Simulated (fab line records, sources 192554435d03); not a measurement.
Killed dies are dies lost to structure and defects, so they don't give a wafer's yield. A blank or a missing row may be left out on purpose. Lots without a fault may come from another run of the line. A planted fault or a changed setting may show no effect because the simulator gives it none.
Split-lot experiment | flow n5_finfet | 7 lots, 39 wafers read, on a route of 1938 steps

THE SPLIT
At N5_BEOL_M2_HM_DEP_02 (deposits TiN, target thk 20 nm), the setting target_thk_a was moved away from the recipe's 200 angstrom on 18 of the 39 wafers read, by -58.5% to +20.5%. The other wafers ran this setting at the recipe's value.

FROM THE SPLIT TO THE READING: what the file shows between them, 4 steps
- N5_BEOL_M2_COAT_61: time 60 s, resist thk 60 nm
- N5_BEOL_M2_COAT_62: time 60 s, resist thk 12 nm
- N5_BEOL_M2_STRIP_75: strips in N2/H2
- N5_BEOL_M2_STRIP_66: strips in CF4

THE READING
oes_product_au, in a.u., at N5_BEOL_M2_HM_OPEN_17 (chemistry Cl2/BCl3, target TiN, target depth 20 nm, overetch 6 nm). Fault-free wafers of this fab line usually give 0.64 a.u., standard deviation 0.075 a.u..

wafer  | tool, chamber at the split | target_thk_a as run, angstrom | against the recipe | oes_product_au, a.u. | against lot-mates on the recipe
L074.1 | pvd_sputter-01, -          | 82.92                         | -58.5%             | 0.40                 | -0.23
L074.2 | pvd_sputter-01, -          | 200                           | recipe             | 0.68                 | -
L074.3 | pvd_sputter-01, -          | 82.92                         | -58.5%             | 0.45                 | -0.18
L074.4 | pvd_sputter-01, -          | 200                           | recipe             | 0.60                 | -
L074.5 | pvd_sputter-01, -          | 82.92                         | -58.5%             | 0.44                 | -0.19
L074.6 | pvd_sputter-01, -          | 200                           | recipe             | 0.60                 | -
L077.2 | pvd_sputter-02, -          | 200                           | recipe             | 0.53                 | -
L077.4 | pvd_sputter-02, -          | 200                           | recipe             | 0.63                 | -
L077.5 | pvd_sputter-02, -          | 200                           | recipe             | 0.62                 | -
L078.1 | pvd_sputter-03, -          | 200                           | recipe             | 0.68                 | -
L078.2 | pvd_sputter-03, -          | 134.9                         | -32.6%             | 0.56                 | -0.12
L078.3 | pvd_sputter-03, -          | 134.9                         | -32.6%             | 0.55                 | -0.13
L078.4 | pvd_sputter-03, -          | 200                           | recipe             | 0.68                 | -
L078.5 | pvd_sputter-03, -          | 134.9                         | -32.6%             | 0.55                 | -0.13
L078.6 | pvd_sputter-03, -          | 200                           | recipe             | 0.68                 | -
L081.1 | pvd_sputter-01, -          | 200                           | recipe             | 0.62                 | -
L081.2 | pvd_sputter-01, -          | 140.5                         | -29.8%             | 0.45                 | -0.11
L081.3 | pvd_sputter-01, -          | 140.5                         | -29.8%             | 0.52                 | -0.04
L081.4 | pvd_sputter-01, -          | 200                           | recipe             | 0.53                 | -
L081.5 | pvd_sputter-01, -          | 140.5                         | -29.8%             | 0.51                 | -0.05
L081.6 | pvd_sputter-01, -          | 200                           | recipe             | 0.53                 | -
L087.1 | pvd_sputter-01, -          | 104.6                         | -47.7%             | 0.48                 | -0.31
L087.2 | pvd_sputter-01, -          | 200                           | recipe             | 0.79                 | -
L087.3 | pvd_sputter-01, -          | 200                           | recipe             | 0.79                 | -
L087.4 | pvd_sputter-01, -          | 104.6                         | -47.7%             | 0.48                 | -0.31
L087.5 | pvd_sputter-01, -          | 200                           | recipe             | 0.80                 | -
L087.6 | pvd_sputter-01, -          | 104.6                         | -47.7%             | 0.48                 | -0.31
L091.1 | pvd_sputter-02, -          | 200                           | recipe             | 0.65                 | -
L091.2 | pvd_sputter-02, -          | 241                           | +20.5%             | 0.87                 | +0.18
L091.3 | pvd_sputter-02, -          | 200                           | recipe             | 0.65                 | -
L091.4 | pvd_sputter-02, -          | 241                           | +20.5%             | 0.87                 | +0.18
L091.5 | pvd_sputter-02, -          | 200                           | recipe             | 0.77                 | -
L091.6 | pvd_sputter-02, -          | 241                           | +20.5%             | 0.73                 | +0.04
L095.1 | pvd_sputter-03, -          | 120.1                         | -40.0%             | 0.46                 | -0.16
L095.2 | pvd_sputter-03, -          | 200                           | recipe             | 0.64                 | -
L095.3 | pvd_sputter-03, -          | 200                           | recipe             | 0.58                 | -
L095.4 | pvd_sputter-03, -          | 120.1                         | -40.0%             | 0.51                 | -0.11
L095.5 | pvd_sputter-03, -          | 120.1                         | -40.0%             | 0.46                 | -0.16
L095.6 | pvd_sputter-03, -          | 200                           | recipe             | 0.65                 | -

THE FIT
A straight line over all 39 wafers: oes_product_au changes by +0.00435 a.u. for each +1% of target_thk_a; r = +0.83; the points scatter about the line by 0.07 a.u..
The same after taking each lot's own level away (the mean of its wafers on the recipe; 39 wafers): +0.00443 a.u. for each +1%; r = +0.89; scatter 0.054 a.u..
On that fit, the largest move of target_thk_a shifts the reading by 0.26 a.u..
The lots' own levels span 0.560 to 0.793 a.u., that is 3.1 times the standard deviation above.
So the lot-to-lot level changes the slope little: the two slopes agree.
Check: with one of the wafers moved furthest among these (-58.5%) left out of the fit, the line predicts -0.254 a.u. for it against its lot-mates. It came out at -0.227 a.u. against them.

THE WHOLE CHAIN: every reading that the file lists as answering this split, in the file's order
step                  | what it does                                                      | reading                                                                          | change (the file's fit)                   | r (the file's)
N5_BEOL_M2_HM_DEP_02  | deposits TiN, target thk 20 nm                                    | TiN_of_BEOL_M2_HM_DEP_02.thk_nm (the simulator's own value, which no gauge read) | +0.202 nm for each +1% of the setting     | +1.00
N5_BEOL_M2_HM_OPEN_17 | chemistry Cl2/BCl3, target TiN, target depth 20 nm, overetch 6 nm | oes_product_au                                                                   | +0.00424 a.u. for each +1% of the setting | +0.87
N5_BEOL_M2_HM_OPEN_17 | chemistry Cl2/BCl3, target TiN, target depth 20 nm, overetch 6 nm | etch.depth_nm (the simulator's own value, which no gauge read)                   | +0.201 nm for each +1% of the setting     | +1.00

THE FILE'S OWN FIT
oes_product_au changes by +0.00424 a.u. for each +1% of target_thk_a, r = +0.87.
